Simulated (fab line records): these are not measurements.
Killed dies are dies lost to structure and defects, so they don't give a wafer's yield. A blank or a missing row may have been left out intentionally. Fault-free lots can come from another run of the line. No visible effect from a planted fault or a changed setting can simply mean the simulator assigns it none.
Split-lot experiment	flow n5 finfet	on a route of 1938 steps: 7 lots, 21 wafers read

## SPLIT DETAILS
At N5_BEOL_M5_EXPOSE_08 (exposes mask M5, target cd 28 nm), the setting dose mj was moved away from the recipe's 35.75 on 3 of the 21 wafers read, by -4.4% to +6.8%. This setting was run at the recipe's value on the other wafers.

## FROM THE SPLIT TO THE READING: what the file shows between them, 2 steps
- N5_BEOL_M5_PEB_09: peb time 60 s
- N5_BEOL_M5_DEVELOP_10: develop time 30 s

## THE READING
cd nm, in nm, at N5_BEOL_M5_CD_MEAS_11 (target cd 27.74 nm). On this fab line, fault-free wafers typically give 28.00 nm with a standard deviation of 0.28 nm.

wafer	tool, chamber at the split	dose mj as run	against the recipe	cd nm, nm	against lot-mates on the recipe
L076.3	euv scanner-01, 0	35.75	recipe	27.85	-
L076.4	euv scanner-01, 0	38.19	+6.8%	29.32	+1.47
L076.6	euv scanner-01, 0	38.19	+6.8%	29.41	+1.56
L079.1	euv scanner-02, 0	34.19	-4.4%	27.03	-1.14
L079.2	euv scanner-02, 0	35.75	recipe	28.08	-
L079.5	euv scanner-02, 0	35.75	recipe	28.26	-
L078.1	euv scanner-02, 0	35.75	recipe	27.88	-
L078.2	euv scanner-02, 0	35.75	recipe	27.61	-
L078.5	euv scanner-02, 0	35.75	recipe	27.81	-
L081.1	euv scanner-02, 0	35.75	recipe	27.85	-
L081.2	euv scanner-02, 0	35.75	recipe	27.42	-
L081.4	euv scanner-02, 0	35.75	recipe	27.60	-
L082.2	euv scanner-02, 0	35.75	recipe	27.79	-
L082.3	euv scanner-02, 0	35.75	recipe	27.81	-
L082.5	euv scanner-02, 0	35.75	recipe	28.26	-
L084.2	euv scanner-02, 0	35.75	recipe	28.16	-
L084.3	euv scanner-02, 0	35.75	recipe	28.12	-
L084.5	euv scanner-02, 0	35.75	recipe	27.57	-
L095.2	euv scanner-02, 0	35.75	recipe	28.16	-
L095.3	euv scanner-02, 0	35.75	recipe	27.81	-
L095.5	euv scanner-02, 0	35.75	recipe	28.02	-

THE FIT
A straight line over all 21 wafers: cd nm changes by +0.212 nm for each +1% of dose mj; r = +0.91; the points scatter about the line by 0.24 nm.
The same after taking each lot's own level away (the mean of its wafers on the recipe; 21 wafers): +0.23 nm for each +1%; r = +0.95; scatter 0.18 nm.
On that fit, the largest move of dose mj shifts the reading by 1.6 nm.
Measured against the standard deviation above, the lots' own levels, which go from 27.623 to 28.170 nm, span 2.0 times it.
So the lot-to-lot level changes the slope little: the two slopes agree.
Check: +1.62 nm against its lot-mates is what the line predicts for one of the wafers moved furthest among these (+6.8%) when that wafer is left out of the fit. Against them it came out at +1.47 nm.

## ADDITIONAL SPLITS CARRIED BY THESE WAFERS
Note: prior to the reading, these wafers also went through further splits. Each is held against what the fit with the lots' levels taken away leaves over:
other split on the same wafers	wafers away from the commonest value	r with cd nm (lot level and that fit taken away)
N5_BEOL_M3_COAT_22 spin rpm	13	+0.10
N5_BEOL_M4_COAT_05 spin rpm	6	-0.12
N5_BEOL_M4_COAT_76 spin rpm	10	-0.05
N5_BEOL_M4_DESCUM_33 time s	6	+0.00
N5_BEOL_M5_COAT_05 spin rpm	10	-0.17

## THE WHOLE CHAIN: every reading that the file lists as answering this split, in the file's order
step	what it does	reading	change (the file's fit)	r (the file's)
N5_BEOL_M5_CD_MEAS_11	target cd 27.74 nm	cd nm	+0.234 nm for each +1% of the setting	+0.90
N5_BEOL_M5_DESCUM_16	chemistry O2, time 7 s	BEOL_M5.cd nm (the simulator's own value, which no gauge read)	+0.208 nm for each +1% of the setting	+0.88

## FILE'S OWN FIT
cd nm changes by +0.234 nm for each +1% of dose mj, r = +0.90.
